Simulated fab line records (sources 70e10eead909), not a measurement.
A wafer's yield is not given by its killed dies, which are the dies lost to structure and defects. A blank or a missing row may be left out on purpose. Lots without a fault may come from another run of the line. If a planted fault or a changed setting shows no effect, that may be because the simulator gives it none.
fab line records	flow nandHarc
[record] lots = 15	wafers = 44	lastDay = 33
route steps=1302 shown THIN_TSV@1269
lots untouched by any fault: they come from a run of this same line in which no faults occurred
startH: start of the lot's first displayed wafer, in hours after the record's first day	waitH: time in hours since the lot's previous step	" the same as in the row above	L1.1+2: several wafers, shown together as one row	- value missing, or start not given	* or withheld: withheld	< > ~ a bound
route shown NAME@n: NAME is a module with steps in the file, n the number in the route of the first one	usual: average and standard deviation across the fault-free wafers	same: alike in all rows	chamber/n: place in a boat	sites: readings site by site	_std_site: their standard deviation	_edge_site: mean of outer sites minus mean of inner sites	radiusMm: for every site, how far away it sits from the centre of the wafer	mask NAME#n: copy n	behind: the last tool/chamber to shape the wafer	hold: what put the lot on hold/how long, in hours/how the hold closed	device: which transistor (n, p or np) failed to switch	end of line: at the end of the route, the tests of the same wafers	for a step that has no rows: nothing shown but its recipe	killed: not the wafer's yield, but the dies lost to structure and defects at the first sort	map: shows each die of a wafer: x if killed, . if not, _ if none is there
set.NAME: the setting as run; set.NAME@STEP: as run at that earlier step	model.NAME: the simulator's own value behind a step, which no gauge read
route steps across a sampled set of lots; one table per step, one row per wafer
services: the hour from which a tool's chamber was out of use, counted from the record's first day as startH (under 0 if before that day), plus the number of hours and why
[[steps]]
[step NHARC_THIN_TSV_STRIP_62]
[recipe] powerW = 1500	tempC = 250	timeS = 20	chemistry = N2/H2
[usual] drypumpMotorCurrentA = 6.4/0.44	heaterPowerW = 329/14
lot.wafer	tool	chamber	startH	waitH	drypumpMotorCurrentA	heaterPowerW	rfHoursCounterH
L218.1	plasmaAsher-02	1	559.06	-	6.7	352	26
L218.5	"	0	"	"	6.4	343	-
L218.6	"	1	"	"	6.7	358	-
L219.1	plasmaAsher-02	1	567.34	-	6.7	359	28
L219.6	"	1	"	"	6.7	354	-
L219.5	"	0	"	"	6.4	334	-
L221.1	plasmaAsher-02	0	575.12	-	6.4	327	30
L221.4	"	0	"	"	6.3	340	-
L221.6	"	1	"	"	6.7	364	-
L226.4	plasmaAsher-02	1	633.08	-	6.8	316	-
L226.6	"	1	"	"	6.7	319	-
L225.4	plasmaAsher-02	1	634.32	-	6.7	325	-
L225.3	"	0	"	"	6.3	324	-
L225.6	"	1	"	"	6.7	310	-
L227.1	plasmaAsher-02	0	637.97	-	6.4	327	4
L227.2	"	1	"	"	6.7	321	4
L227.5	"	0	"	"	6.4	335	-
L233.1	plasmaAsher-01	0	683.54	-	6.2	324	32
L233.4	"	0	"	"	6.2	323	-
L233.6	"	0	"	"	6.2	325	-
L232.2	plasmaAsher-02	1	697.51	-	6.7	323	14
L232.4	"	0	"	"	6.4	327	-
L232.5	"	0	"	"	6.4	332	-
L235.1	plasmaAsher-02	1	703.01	-	6.7	324	16
L235.3	"	0	"	"	6.4	332	-
L235.6	"	1	"	"	6.7	322	-
L234.3	plasmaAsher-02	0	719.30	-	6.3	331	-
L234.5	"	1	"	"	6.7	325	-
L234.6	"	0	"	"	6.4	340	-
L237.1	plasmaAsher-02	0	732.54	-	6.4	329	23
L237.2	"	1	"	"	6.7	312	23
L237.3	"	0	"	"	6.4	338	-
L236.3	plasmaAsher-01	0	733.81	-	6.2	321	-
L236.4	"	1	"	"	5.1	294	-
L236.6	"	0	"	"	6.2	321	-
L239.1	plasmaAsher-02	0	749.10	-	6.4	333	28
L239.2	"	1	"	"	6.6	322	28
L239.4	"	1	"	"	6.7	326	-
L238.4	plasmaAsher-02	1	758.63	-	6.7	321	-
L238.5	"	1	"	"	6.7	328	-
L238.6	"	0	"	"	6.4	323	-
L240.3	plasmaAsher-02	1	768.47	-	6.7	316	-
L240.4	"	0	"	"	6.3	325	-
L240.5	"	1	"	"	6.7	311	-
[step NHARC_THIN_TSV_PVD_19]
[recipe] targetThkA = 200	chamberPressurePa = 5	material = TaN
[usual] throttleValvePct = 30.3/1.2
lot.wafer	tool	chamber	startH	waitH	throttleValvePct
L218.1	pvdSputter-01	-	-	-	28.7
L218.6	"	-	"	"	28.8
L218.5	"	-	"	"	30.7
L219.1	pvdSputter-02	-	-	-	29.3
L219.6	"	-	"	"	29.6
L219.5	"	-	"	"	29.3
L221.4	pvdSputter-02	-	-	-	32.1
L221.1	"	-	"	"	29.4
L221.6	"	-	"	"	32.1
L226.4	pvdSputter-02	-	-	-	29.3
L226.6	"	-	"	"	32.0
L225.4	pvdSputter-03	-	-	-	30.6
L225.3	"	-	"	"	31.6
L225.6	"	-	"	"	30.7
L227.1	pvdSputter-01	-	-	-	31.5
L227.2	"	-	"	"	29.5
L227.5	"	-	"	"	31.5
L233.1	pvdSputter-01	-	-	-	31.3
L233.4	"	-	"	"	29.6
L233.6	"	-	"	"	28.8
L232.4	pvdSputter-01	-	-	-	28.8
L232.2	"	-	"	"	31.2
L232.5	"	-	"	"	28.5
L235.1	pvdSputter-01	-	-	-	31.3
L235.3	"	-	"	"	31.3
L235.6	"	-	"	"	28.5
L234.3	pvdSputter-01	-	-	-	31.3
L234.5	"	-	"	"	28.6
L234.6	"	-	"	"	31.2
L237.3	pvdSputter-03	-	-	-	29.0
L237.2	"	-	"	"	32.2
L237.1	"	-	"	"	31.3
L236.3	pvdSputter-02	-	-	-	31.8
L236.4	"	-	"	"	28.3
L236.6	"	-	"	"	31.8
L239.4	pvdSputter-02	-	-	-	28.2
L239.1	"	-	"	"	30.6
L239.2	"	-	"	"	29.9
L238.4	pvdSputter-02	-	-	-	30.7
L238.6	"	-	"	"	31.9
L238.5	"	-	"	"	29.7
L240.3	pvdSputter-03	-	-	-	31.1
L240.4	"	-	"	"	29.6
L240.5	"	-	"	"	31.2
[step NHARC_THIN_TSV_PEB_31]
[recipe] pebTempC = 118	pebTimeS = 85
[usual] chillPlateTempC = 23.01/0.091	exhaustPa = 45.1/0.81	resistLineTempC = 23.01/0.092
lot.wafer	tool	chamber	startH	waitH	chillPlateTempC	exhaustPa	resistLineTempC
L218.1	lithoTrack-03	0	562.12	0.1	22.93	44.8	23.10
L218.5	"	0	"	"	22.94	45.1	23.12
L218.6	"	0	"	"	23.02	44.7	23.00
L219.1	lithoTrack-02	0	570.61	0.1	23.10	45.3	23.11
L219.5	"	0	"	"	22.95	44.9	23.15
L219.6	"	0	"	"	23.11	44.8	23.06
L221.1	lithoTrack-07	0	578.38	0.1	23.06	45.2	22.92
L221.4	"	0	"	"	23.13	44.9	22.94
L221.6	"	0	"	"	23.05	45.5	23.05
L226.4	lithoTrack-03	-	636.10	0.0	-	-	-
L226.6	"	-	"	"	-	-	-
L225.3	lithoTrack-02	-	637.36	0.1	-	-	-
L225.4	"	-	"	"	-	-	-
L225.6	"	-	"	"	-	-	-
L227.1	lithoTrack-03	-	641.28	0.1	-	-	-
L227.2	"	-	"	"	-	-	-
L227.5	"	-	"	"	-	-	-
L233.1	lithoTrack-02	0	686.61	0.1	23.08	45.9	23.13
L233.4	"	0	"	"	23.03	45.0	23.14
L233.6	"	0	"	"	22.96	44.1	23.15
L232.2	lithoTrack-02	0	700.70	0.1	23.01	45.1	22.98
L232.4	"	0	"	"	22.89	46.0	23.08
L232.5	"	0	"	"	23.06	44.8	22.83
L235.1	lithoTrack-02	0	706.19	0.1	22.99	45.5	23.09
L235.3	"	0	"	"	23.00	44.7	23.19
L235.6	"	0	"	"	23.11	44.2	23.20
L234.3	lithoTrack-07	0	722.42	0.1	23.06	45.4	22.90
L234.5	"	0	"	"	22.98	46.5	22.78
L234.6	"	0	"	"	23.00	45.7	22.92
L237.1	lithoTrack-02	0	735.75	0.1	23.00	44.7	22.95
L237.2	"	0	"	"	23.14	46.4	23.06
L237.3	"	0	"	"	23.11	43.7	23.19
L236.3	lithoTrack-02	0	736.85	0.1	22.87	45.1	23.21
L236.4	"	0	"	"	23.00	45.2	22.99
L236.6	"	0	"	"	22.94	45.1	23.13
L239.1	lithoTrack-03	0	752.50	0.1	23.15	44.2	23.00
L239.2	"	0	"	"	23.02	43.8	22.86
L239.4	"	0	"	"	23.16	44.8	22.82
L238.4	lithoTrack-03	0	763.23	0.0	22.98	44.3	23.02
L238.5	"	0	"	"	23.04	42.8	23.07
L238.6	"	0	"	"	23.00	44.4	23.02
L240.3	lithoTrack-02	0	771.66	0.1	22.89	46.1	23.02
L240.4	"	0	"	"	23.03	46.7	23.00
L240.5	"	0	"	"	22.98	45.2	22.95
[step NHARC_THIN_TSV_ETCH_36]
[recipe] targetDepthA = 650	overEtchFrac = 0.3	timeS = 18.571	ionEnergyEv = 150	chemistry = Cl2/BCl3
[usual] drypumpMotorCurrentA = 5.85/0.24	oesProductAu = 1.006/0.0096
lot.wafer	tool	chamber	startH	waitH	drypumpMotorCurrentA	oesProductAu	rfHoursCounterH
L218.1	rieMetal-03	1	562.78	0.2	5.93	1.004	0.5
L218.5	"	1	"	"	5.91	0.998	-
L218.6	"	0	"	"	5.83	1.009	-
L219.1	rieMetal-01	0	571.25	0.2	6.14	1.005	2.6
L219.5	"	1	"	"	5.62	1.017	-
L219.6	"	0	"	"	6.16	1.011	-
L221.1	rieMetal-02	1	579.03	0.2	5.44	0.998	2.2
L221.4	"	0	"	"	6.11	0.983	-
L221.6	"	0	"	"	6.06	0.984	-
L226.4	rieMetal-01	1	636.78	0.1	5.62	1.009	-
L226.6	"	0	"	"	6.13	1.015	-
L225.3	rieMetal-03	1	638.01	0.1	5.92	1.001	-
L225.4	"	0	"	"	5.81	1.004	-
L225.6	"	1	"	"	5.97	1.011	-
L227.1	rieMetal-02	1	641.91	0.2	5.46	1.006	0.2
L227.2	"	0	"	"	6.06	0.995	0.2
L227.5	"	0	"	"	6.06	0.980	-
L233.1	rieMetal-01	0	687.25	0.2	6.16	1.010	2.1
L233.4	"	0	"	"	6.15	1.009	-
L233.6	"	0	"	"	6.13	1.018	-
L232.2	rieMetal-01	1	701.34	0.2	5.66	1.009	2.3
L232.4	"	1	"	"	5.64	0.995	-
L232.5	"	1	"	"	5.63	1.003	-
L235.1	rieMetal-03	0	706.83	0.2	5.81	0.998	0.2
L235.3	"	0	"	"	5.82	1.008	-
L235.6	"	1	"	"	5.90	0.997	-
L234.3	rieMetal-02	1	723.10	0.1	5.45	1.005	-
L234.5	"	1	"	"	5.44	1.020	-
L234.6	"	0	"	"	6.10	0.984	-
L237.1	rieMetal-03	0	736.39	0.2	5.83	1.004	0.6
L237.2	"	1	"	"	5.94	0.998	0.6
L237.3	"	1	"	"	5.97	1.000	-
L236.3	rieMetal-03	0	737.50	0.2	5.80	1.008	-
L236.4	"	1	"	"	5.95	0.992	-
L236.6	"	1	"	"	5.95	0.997	-
L239.1	rieMetal-02	1	753.17	0.2	5.47	1.019	2.0
L239.2	"	0	"	"	6.10	0.995	2.0
L239.4	"	1	"	"	5.48	1.010	-
L238.4	rieMetal-01	1	763.91	0.1	5.62	1.016	-
L238.5	"	0	"	"	6.11	1.018	-
L238.6	"	1	"	"	5.61	1.015	-
L240.4	rieMetal-03	0	772.30	0.1	5.82	1.010	-
L240.3	"	1	"	"	5.93	1.007	-
L240.5	"	0	"	"	5.80	0.998	-
[[services]]
tool	chamber	startH	hours	kind
rieMetal-02	-	551.22	0.4	repair
rieMetal-01	-	575.00	9.0	pm
lithoTrack-02	-	577.00	7.0	pm
pvdSputter-01	-	582.00	10.0	pm
lithoTrack-07	-	601.00	7.0	pm
plasmaAsher-02	-	603.00	9.0	pm
plasmaAsher-02	0	603.00	21.1	ventCycle
plasmaAsher-02	1	603.00	21.1	ventCycle
lithoTrack-03	-	625.00	7.0	pm
rieMetal-02	-	631.00	9.0	pm
pvdSputter-02	-	638.21	10.0	pm
pvdSputter-03	-	672.96	2.1	repair
pvdSputter-03	-	678.46	5.5	repair
pvdSputter-02	-	693.21	11.4	repair
rieMetal-03	-	696.00	9.0	pm
rieMetal-03	0	696.00	9.0	ventCycle
rieMetal-03	1	696.00	9.0	ventCycle
plasmaAsher-01	-	703.70	9.0	pm
pvdSputter-03	-	704.09	10.0	pm
rieMetal-03	0	705.00	-	clean
pvdSputter-02	-	716.23	5.9	repair
lithoTrack-02	-	752.00	7.0	pm
rieMetal-01	-	752.00	9.0	pm
pvdSputter-01	-	760.00	10.0	pm
[[key]]
[firstSign] step = NHARC_THIN_TSV_PEB_31	reading = toolRecord	direction = missing
effect none on later readings
metAt NHARC_THIN_TSV_PEB_31
struckLots L225,L226,L227
laterRowsLeftOut L225.3,L225.4,L225.6,L226.4,L226.6,L227.1,L227.2,L227.5
sortLeftOut L225.3,L225.4,L225.6,L226.4,L226.6,L227.1,L227.2,L227.5
notActingAt NHARC_THIN_TSV_STRIP_62,NHARC_THIN_TSV_PVD_19,NHARC_THIN_TSV_ETCH_36
onsetBetween 570.61 636.10
[fault] kind = skippedStepWhole	tool = lithoTrack-02,lithoTrack-03	chamber = -	onsetH = 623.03	steps = NHARC_THIN_TSV_PEB_31	scope = struckLotsOnly
// sortLeftOut: the simulated sort isn't trusted on such a fault, so these wafers' sort isn't shown, and their yield isn't known
// laterRowsLeftOut: the simulator's readings of these wafers behind a module that went badly wrong aren't trusted and aren't shown, but for the sort
